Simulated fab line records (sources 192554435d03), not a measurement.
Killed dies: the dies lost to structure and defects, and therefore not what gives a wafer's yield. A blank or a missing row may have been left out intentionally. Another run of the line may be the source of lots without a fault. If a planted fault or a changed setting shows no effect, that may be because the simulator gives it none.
Which tool did it? + flow n5 finfet + 13 lots with 39 wafers sampled at 3 steps, on a route of 1938 steps

## WHAT THE GAUGES READ, wafer by wafer
N5_ILD0_INSPECT_06: inspects for defects (darkfield).
| lot  | measured    | on                | raw defect count |
|------|-------------|-------------------|------------------|
| L320 | day 3 15:34 | defect inspect-01 | 62 54 28         |
| L322 | day 4 08:37 | defect inspect-02 | 22 33 42         |
| L323 | day 4 12:08 | defect inspect-01 | 39 36 34         |
| L326 | day 5 05:33 | defect inspect-01 | 25 26 16         |
| L327 | day 5 19:48 | defect inspect-01 | 39 53 69         |
| L328 | day 5 20:23 | defect inspect-01 | 24 52 32         |
| L336 | day 7 16:17 | defect inspect-01 | 56 62 120        |
| L338 | day 8 03:17 | defect inspect-01 | 43 50 81         |
| L339 | day 8 09:56 | defect inspect-02 | 58 40 38         |
| L340 | day 8 19:46 | defect inspect-02 | 23 17 6          |
| L341 | day 8 23:25 | defect inspect-01 | 37 17 21         |
| L342 | day 9 06:55 | defect inspect-02 | 34 31 22         |
| L343 | day 9 10:09 | defect inspect-01 | 42 39 20         |

## TOOL THAT RAN EACH LOT (tool first, then ch and the chambers of the sampled wafers, then the start)
| lot  | N5_SD_ACTIVATION_LSA_01           | N5_ILD0_LINER_00                 |
|------|-----------------------------------|----------------------------------|
| L320 | laser anneal-02 ch 0, day 3 08:46 | ald sin-02 ch 1,2,3, day 3 09:20 |
| L322 | laser anneal-02 ch 0, day 4 01:53 | ald sin-01 ch 0,2,3, day 4 02:23 |
| L323 | laser anneal-02 ch 0, day 4 05:23 | ald sin-03 ch 0,1, day 4 05:55   |
| L326 | laser anneal-02, day 4 21:09      | ald sin-01 ch 0,2,3, day 4 23:05 |
| L327 | laser anneal-01, day 5 12:48      | ald sin-03 ch 1,2, day 5 13:16   |
| L328 | laser anneal-01 ch 0, day 5 12:53 | ald sin-01 ch 0,1,3, day 5 13:27 |
| L336 | laser anneal-02 ch 0, day 7 09:20 | ald sin-03 ch 0,2,3, day 7 10:02 |
| L338 | laser anneal-02 ch 0, day 7 20:30 | ald sin-02 ch 0,2,3, day 7 21:04 |
| L339 | laser anneal-01 ch 0, day 8 03:08 | ald sin-03 ch 1,2,3, day 8 03:41 |
| L340 | laser anneal-02 ch 0, day 8 12:50 | ald sin-03 ch 0,2,3, day 8 13:29 |
| L341 | laser anneal-01 ch 0, day 8 16:20 | ald sin-02 ch 0,1,3, day 8 16:50 |
| L342 | laser anneal-02 ch 0, day 8 23:56 | ald sin-03 ch 0,1, day 9 00:41   |
| L343 | laser anneal-01 ch 0, day 9 03:22 | ald sin-02 ch 0,2, day 9 03:54   |
- N5_SD_ACTIVATION_LSA_01: time 0.0008 s.
- N5_ILD0_LINER_00: material SiNx, target thk 4 nm, pulse time 1 s, purge time 2 s.

## WHAT THE TOOLS THEMSELVES READ (means of the sampled wafers that have a number; where no wafer has one, the mark that the record gives instead)
N5_SD_ACTIVATION_LSA_01.
| lot  | tool            | wafer_temp_C_max |
|------|-----------------|------------------|
| L320 | laser anneal-02 | 1084.8           |
| L322 | laser anneal-02 | 1083.9           |
| L323 | laser anneal-02 | 1085.6           |
| L326 | laser anneal-02 | -                |
| L327 | laser anneal-01 | -                |
| L328 | laser anneal-01 | 1084.8           |
| L336 | laser anneal-02 | 1083.1           |
| L338 | laser anneal-02 | 1084.4           |
| L339 | laser anneal-01 | 1086.4           |
| L340 | laser anneal-02 | 1085.5           |
| L341 | laser anneal-01 | 1085.6           |
| L342 | laser anneal-02 | 1084.4           |
| L343 | laser anneal-01 | 1085.8           |

N5_ILD0_LINER_00.
| lot  | tool       | heater power w (W) | precursor pulse height rel | susceptor temp C (C) |
|------|------------|--------------------|----------------------------|----------------------|
| L320 | ald sin-02 | 880                | 0.995                      | 400.04               |
| L322 | ald sin-01 | 814                | 1.006                      | 399.89               |
| L323 | ald sin-03 | 824                | 1.015                      | 399.88               |
| L326 | ald sin-01 | 817                | 1.006                      | 400.06               |
| L327 | ald sin-03 | 869                | 0.999                      | 399.69               |
| L328 | ald sin-01 | 786                | 1.011                      | 399.83               |
| L336 | ald sin-03 | 826                | 1.012                      | 399.87               |
| L338 | ald sin-02 | 854                | 0.987                      | 399.85               |
| L339 | ald sin-03 | 842                | 0.999                      | 399.94               |
| L340 | ald sin-03 | 824                | 1.010                      | 400.00               |
| L341 | ald sin-02 | 897                | 1.007                      | 400.08               |
| L342 | ald sin-03 | 775                | 0.999                      | 400.08               |
| L343 | ald sin-02 | 806                | 0.996                      | 400.00               |

## THE ANSWER, worked out from the rows above alone
Rule: the lots themselves supply what counts as usual. The widest of any qualifying gaps counts: lots, ordered by their means at a reading, are off when they make up no more than a third of the lots, leave a main group of 4 or more, and stand apart from it by 3 or more times the standard deviation of that group's means. If all means in a main group match to the digits the tables above print for the reading, that group is not used. A lot without any number at a reading at which 4 lots or more have one is off too. All remaining lots with rows at the step are treated as sound. The gauges are gone through in route order, then the tools' own readings, and for those a lot's mean is taken as printed above. The first step at which some lot is off is used, and at that step the reading that is off furthest; a lot without a number counts as furthest.
Off: L326, L327 (N5_SD_ACTIVATION_LSA_01, wafer_temp_C_max). Without a number there: L326, L327. Main group: mean 1084.9, sd 0.91.
If a tool, at that step or one of the process steps before it, ran each lot that is off and ran no sound lot following the first of them, it fits. Of those tried, none fits.

## WHAT THE SIMULATOR PUT IN
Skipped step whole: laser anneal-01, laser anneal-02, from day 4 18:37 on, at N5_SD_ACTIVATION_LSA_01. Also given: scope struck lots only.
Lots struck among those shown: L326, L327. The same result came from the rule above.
